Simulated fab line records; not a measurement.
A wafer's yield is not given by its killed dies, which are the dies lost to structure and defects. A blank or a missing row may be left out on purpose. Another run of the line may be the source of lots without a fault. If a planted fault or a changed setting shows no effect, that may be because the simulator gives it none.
fab line records | flow n5Finfet | part 2 of 2: steps 17 to 17 of 17
[record] lots = 6 | wafers = 18 | lastDay = 18
route steps=1938 shown SDB@357 BEOL_M4@1111 PASSIVATION@1936
lots that met no fault: from a run of the same line without faults
startH: hours from the record's first day to the start of the lot's first wafer shown | waitH: hours since the lot's step before | " repeats the value in the row above | L1.1+2: one row covering several wafers at once | - either no value or no given start | * or withheld: withheld | < > ~ a bound
route shown NAME@n: a module of which the file shows steps, and the number in the route of the first | usual: average and standard deviation across the fault-free wafers | same: alike in all rows | chamber/n: place in a boat | sites: each site's reading | _std_site: standard deviation across them | _edge_site: outer sites' mean less inner sites' | radiusMm: for every site, how far away it sits from the centre of the wafer | mask NAME#n: copy n | behind: the most recent tool/chamber to have shaped the wafer | hold: what put the lot on hold/how long, in hours/how the hold closed | device: transistor that didn't switch, given as n, p or np | end of line: the route-end tests of the same wafers | for a step that has no rows: nothing shown but its recipe | killed: dies lost to structure and defects at the first sort, not the wafer's yield | map: per-die view of a wafer (x killed, . not killed, _ where there is no die)
set.NAME: setting as actually run; set.NAME@STEP: the setting as run at that earlier step | model.NAME: the simulator's own value behind a step, which no gauge read
lots at selected steps of the route; one table per step, one row per wafer
services: from which hour (startH, from the record's first day; less than 0 if before it) a tool's chamber was out of use, for how many hours, and why
[[steps]]
[step N5_PASSIVATION_PROBE_49]
[usual] defectLimitedYield = 91.3/1.7 | killed_at_M0_to_M3 = 33/11 | killed_at_M4_up = 14/5.5 | killedAtContacts = 13/6.5 | killedAtFrontEnd = 39/13 | killedAtOther = 3.4/2.9 | killedDies = 103/20 | killedOnRim = 14/4.3 | killedOpen = 69/15 | killedShort = 32/8.1 | sort_bin_5_function = 5.1/1.1 | sort_bin_6_memory = 3.3/0.74 | sort_bin_8_speed = 0.00/0.014 | sortNPass = 1077/20 | sortYieldPct = 91.3/1.7
[same] grossDies = 1180 | killedAtBackSide = 0 | sort_bin_4_leakage[%] = 0
lot.wafer | tool      | chamber | startH | waitH | defectLimitedYield[%] | killed_at_M0_to_M3 | killed_at_M4_up | killedAtContacts | killedAtFrontEnd | killedAtOther | killedDies | killedOnRim | killedOpen | killedShort | sort_bin_5_function[%] | sort_bin_6_memory[%] | sort_bin_8_speed[%] | sortNPass | sortYieldPct[%]
L868.2    | prober-02 | -       | 287.13 | 0.1   | 88.4                  | 41                 | 19              | 36               | 41               | 0             | 137        | 16          | 86         | 51          | 7.2                    | 3.8                  | 0                   | 1043      | 88.4
L868.4    | prober-02 | -       | 287.23 | 0.2   | 91.6                  | 37                 | 10              | 23               | 26               | 3             | 99         | 12          | 64         | 34          | 5.5                    | 2.7                  | 0                   | 1081      | 91.6
L868.6    | prober-02 | -       | 287.33 | 0.3   | 89.5                  | 36                 | 19              | 16               | 47               | 6             | 124        | 17          | 89         | 35          | 5.7                    | 4.7                  | 0                   | 1056      | 89.5
L876.2    | prober-02 | -       | 336.39 | 0.1   | 94.1                  | 19                 | 9               | 13               | 25               | 4             | 70         | 9           | 41         | 28          | 3.9                    | 1.9                  | 0                   | 1110      | 94.1
L876.4    | prober-02 | -       | 336.49 | 0.2   | 92.5                  | 35                 | 10              | 9                | 23               | 11            | 88         | 11          | 62         | 24          | 4.4                    | 2.9                  | 0                   | 1092      | 92.5
L876.6    | prober-02 | -       | 336.59 | 0.3   | 91.2                  | 41                 | 7               | 12               | 40               | 4             | 104        | 12          | 66         | 36          | 5.0                    | 3.6                  | 0.08                | 1076      | 91.2
L879.2    | prober-02 | -       | 362.79 | 0.1   | 91.9                  | 32                 | 14              | 12               | 36               | 1             | 95         | 13          | 70         | 24          | 4.7                    | 3.1                  | 0                   | 1085      | 91.9
L879.5    | prober-02 | -       | 362.94 | 0.2   | 89.5                  | 55                 | 28              | 9                | 29               | 3             | 124        | 17          | 87         | 36          | 6.2                    | 3.9                  | 0                   | 1056      | 89.5
L879.6    | prober-02 | -       | 362.99 | 0.3   | 91.0                  | 49                 | 5               | 31               | 19               | 2             | 106        | 18          | 65         | 41          | 4.7                    | 3.8                  | 0                   | 1074      | 91.0
L882.1    | prober-01 | -       | 378.14 | 0.0   | 90.7                  | 36                 | 14              | 9                | 49               | 2             | 110        | 15          | 72         | 36          | 4.4                    | 4.7                  | 0                   | 1070      | 90.7
L882.3    | prober-01 | -       | 378.24 | 0.1   | 91.7                  | 37                 | 8               | 5                | 47               | 1             | 98         | 9           | 62         | 31          | 5.4                    | 2.2                  | 0                   | 1082      | 91.7
L882.6    | prober-01 | -       | 378.39 | 0.3   | 89.9                  | 35                 | 13              | 5                | 64               | 2             | 119        | 18          | 84         | 30          | 5.1                    | 4.7                  | 0                   | 1061      | 89.9
L888.2    | prober-02 | -       | 423.62 | 0.9   | 92.7                  | 34                 | 16              | 14               | 20               | 2             | 86         | 7           | 62         | 23          | 4.2                    | 3.0                  | 0                   | 1094      | 92.7
L888.4    | prober-02 | -       | 423.72 | 1.0   | 92.8                  | 14                 | 14              | 12               | 42               | 3             | 85         | 11          | 57         | 26          | 4.2                    | 2.8                  | 0                   | 1095      | 92.8
L888.5    | prober-02 | -       | 423.77 | 1.0   | 92.7                  | 19                 | 15              | 16               | 32               | 4             | 86         | 12          | 55         | 31          | 4.2                    | 2.9                  | 0                   | 1094      | 92.7
L890.2    | prober-02 | -       | 429.58 | 0.1   | 93.6                  | 33                 | 6               | 4                | 33               | 0             | 76         | 7           | 46         | 29          | 3.6                    | 2.5                  | 0                   | 1104      | 93.6
L890.4    | prober-02 | -       | 429.68 | 0.2   | 89.3                  | 48                 | 7               | 14               | 49               | 8             | 126        | 17          | 90         | 33          | 6.8                    | 3.6                  | 0                   | 1054      | 89.3
L890.5    | prober-02 | -       | 429.73 | 0.2   | 90.0                  | 51                 | 11              | 8                | 45               | 3             | 118        | 17          | 74         | 44          | 5.8                    | 3.7                  | 0                   | 1062      | 90.0
// killed by level:class
L868.2 MOL_CONTACT_COAG:geometricParticle:open=30 BEOL_M0_SAQP:geometricParticle:short=17 BEOL_M4:geometricParticle:open=10 BEOL_M0_SAQP:geometricParticle:open=10 FIN_SAQP:geometricParticle:open=6 FIN_SAQP:geometricParticle:short=6 MOL_CONTACT_COAG:geometricParticle:short=6 STARTING-WAFER:geometricParticle:open=6
L868.4 MOL_CONTACT_COAG:geometricParticle:open=18 BEOL_M1:geometricParticle:open=8 BEOL_M3:geometricParticle:open=7 DUMMY_GATE:geometricParticle:open=6 GATE_CUT:geometricParticle:short=6 BEOL_M4:geometricParticle:open=6 BEOL_M0_SAQP:geometricParticle:short=6 MOL_CONTACT_COAG:geometricParticle:short=5
L868.6 STI_FIN_REVEAL:geometricParticle:open=15 BEOL_M4:geometricParticle:open=15 MOL_CONTACT_COAG:geometricParticle:open=13 FIN_SAQP:geometricParticle:short=10 BEOL_M0_SAQP:geometricParticle:open=8 FIN_SAQP:geometricParticle:open=7 BEOL_M0_SAQP:geometricParticle:short=7 BEOL_M2:geometricParticle:open=6
L876.2 FIN_SAQP:geometricParticle:open=7 MOL_CONTACT_COAG:geometricParticle:open=7 MOL_CONTACT_COAG:geometricParticle:short=6 STARTING-WAFER:geometricParticle:short=5 BEOL_M0_SAQP:geometricParticle:short=4 BEOL_M1:geometricParticle:open=4 FIN_SAQP:geometricParticle:short=3 BEOL_M3:geometricParticle:open=3
L876.4 BEOL_M0_SAQP:geometricParticle:open=12 FIN_SAQP:geometricParticle:open=7 MOL_CONTACT_COAG:geometricParticle:open=7 BEOL_M1:geometricParticle:open=7 BEOL_M3:geometricParticle:open=6 BEOL_M4:geometricParticle:open=6 FIN_SAQP:geometricParticle:short=3 BEOL_M0_SAQP:geometricParticle:short=3
L876.6 MOL_CONTACT_COAG:geometricParticle:open=11 BEOL_M0_SAQP:geometricParticle:short=11 BEOL_M3:geometricParticle:open=10 FIN_SAQP:geometricParticle:short=8 STI_FIN_REVEAL:geometricParticle:open=8 FIN_SAQP:geometricParticle:open=7 BEOL_M1:geometricParticle:open=7 BEOL_M0_SAQP:geometricParticle:open=5
L879.2 FIN_SAQP:geometricParticle:open=15 MOL_CONTACT_COAG:geometricParticle:open=11 BEOL_M0_SAQP:geometricParticle:open=8 BEOL_M1:geometricParticle:open=7 FIN_SAQP:geometricParticle:short=5 BEOL_M0_SAQP:geometricParticle:short=5 BEOL_M3:geometricParticle:open=5 DUMMY_GATE:geometricParticle:open=4
L879.5 BEOL_M1:geometricParticle:open=15 FIN_SAQP:geometricParticle:open=12 BEOL_M0_SAQP:geometricParticle:open=12 BEOL_M4:geometricParticle:open=12 BEOL_M0_SAQP:geometricParticle:short=11 MOL_CONTACT_COAG:geometricParticle:open=9 FIN_SAQP:geometricParticle:short=4 BEOL_M0:geometricParticle:open=4
L879.6 MOL_CONTACT_COAG:geometricParticle:open=20 MOL_CONTACT_COAG:geometricParticle:short=11 BEOL_M2:geometricParticle:open=11 BEOL_M0_SAQP:geometricParticle:short=9 BEOL_M1:geometricParticle:open=9 BEOL_M0_SAQP:geometricParticle:open=8 BEOL_M1:geometricParticle:short=6 STI_FIN_REVEAL:geometricParticle:open=5
L882.1 FIN_SAQP:geometricParticle:open=18 FIN_SAQP:geometricParticle:short=8 MOL_CONTACT_COAG:geometricParticle:open=8 BEOL_M3:geometricParticle:open=8 DUMMY_GATE:geometricParticle:open=6 BEOL_M4:geometricParticle:open=6 BEOL_M0_SAQP:geometricParticle:open=5 BEOL_M0_SAQP:geometricParticle:short=5
L882.3 FIN_SAQP:geometricParticle:open=12 FIN_SAQP:geometricParticle:short=12 BEOL_M2:geometricParticle:open=10 BEOL_M1:geometricParticle:open=9 STI_FIN_REVEAL:geometricParticle:open=7 BEOL_M0_SAQP:geometricParticle:short=7 BEOL_M0_SAQP:geometricParticle:open=6 MOL_CONTACT_COAG:geometricParticle:open=4
L882.6 FIN_SAQP:geometricParticle:open=26 BEOL_M0_SAQP:geometricParticle:open=12 FIN_SAQP:geometricParticle:short=9 STI_FIN_REVEAL:geometricParticle:open=9 BEOL_M2:geometricParticle:open=8 BEOL_M0_SAQP:geometricParticle:short=7 DUMMY_GATE:geometricParticle:open=5 BEOL_M3:geometricParticle:open=5
L888.2 MOL_CONTACT_COAG:geometricParticle:open=11 BEOL_M0_SAQP:geometricParticle:open=11 BEOL_M4:geometricParticle:open=9 STI_FIN_REVEAL:geometricParticle:open=7 FIN_SAQP:geometricParticle:short=5 BEOL_M2:geometricParticle:open=5 BEOL_M3:geometricParticle:open=5 BEOL_M0_SAQP:geometricParticle:short=4
L888.4 STI_FIN_REVEAL:geometricParticle:open=12 MOL_CONTACT_COAG:geometricParticle:open=9 GATE_CUT:geometricParticle:short=8 BEOL_M4:geometricParticle:open=7 BEOL_M0_SAQP:geometricParticle:open=5 FIN_SAQP:geometricParticle:short=4 DUMMY_GATE:geometricParticle:open=4 STARTING-WAFER:geometricParticle:open=4
L888.5 MOL_CONTACT_COAG:geometricParticle:open=12 FIN_SAQP:geometricParticle:open=8 FIN_SAQP:geometricParticle:short=7 BEOL_M4:geometricParticle:open=7 STI_FIN_REVEAL:geometricParticle:open=6 GATE_CUT:geometricParticle:short=4 MOL_CONTACT_COAG:geometricParticle:short=4 BEOL_M2:geometricParticle:open=4
L890.2 STI_FIN_REVEAL:geometricParticle:open=11 BEOL_M0_SAQP:geometricParticle:short=10 BEOL_M2:geometricParticle:open=9 FIN_SAQP:geometricParticle:short=6 BEOL_M0_SAQP:geometricParticle:open=5 BEOL_M1:geometricParticle:open=5 MOL_CONTACT_COAG:geometricParticle:open=4 BEOL_M4:geometricParticle:open=4
L890.4 FIN_SAQP:geometricParticle:open=14 BEOL_M0_SAQP:geometricParticle:open=13 MOL_CONTACT_COAG:geometricParticle:open=12 STI_FIN_REVEAL:geometricParticle:open=11 BEOL_M0_SAQP:geometricParticle:short=11 FIN_SAQP:geometricParticle:short=9 BEOL_M1:geometricParticle:open=7 BEOL_M2:geometricParticle:open=7
L890.5 BEOL_M0_SAQP:geometricParticle:short=11 BEOL_M2:geometricParticle:open=11 FIN_SAQP:geometricParticle:short=9 FIN_SAQP:geometricParticle:open=9 STI_FIN_REVEAL:geometricParticle:open=7 BEOL_M0_SAQP:geometricParticle:open=7 MOL_CONTACT_COAG:geometricParticle:open=6 BEOL_M1:geometricParticle:open=6
[[services]]
tool           | chamber | startH | hours | kind
plasmaAsher-02 | -       | 48.95  | 15.6  | pm
rieDiel-04     | 1       | 53.22  | -     | clean
rieDiel-04     | 1       | 53.22  | -     | consumableReplace:focusRing
rieDiel-04     | 1       | 53.22  | 22.4  | scheduledDown
rieDiel-04     | 1       | 53.22  | 22.4  | ventCycle
rieDiel-05     | 3       | 61.42  | -     | clean
rieDiel-05     | 3       | 61.42  | -     | consumableReplace:focusRing
rieDiel-02     | 3       | 63.35  | 3.5   | repair
rieSi-01       | -       | 68.76  | 28.1  | pm
rieSi-06       | 0       | 78.07  | 3.5   | repair
rieDiel-02     | -       | 93.56  | 0.3   | repair
rieSi-01       | 1       | 97.04  | 4.8   | repair
rieDiel-02     | 3       | 113.81 | -     | clean
rieDiel-02     | 3       | 113.81 | -     | consumableReplace:focusRing
rieDiel-04     | 0       | 163.15 | -     | clean
rieDiel-04     | 0       | 163.15 | -     | consumableReplace:focusRing
rieDiel-04     | 0       | 163.15 | 21.2  | scheduledDown
rieDiel-04     | 0       | 163.15 | 21.2  | ventCycle
rieDiel-04     | 2       | 165.46 | 6.9   | repair
rieSi-01       | -       | 169.54 | 14.6  | pm
plasmaAsher-01 | -       | 170.20 | 11.7  | repair
rieSi-06       | 3       | 173.76 | 2.1   | repair
rieSi-01       | 2       | 192.02 | 8.5   | repair
plasmaAsher-02 | -       | 203.15 | 3.0   | repair
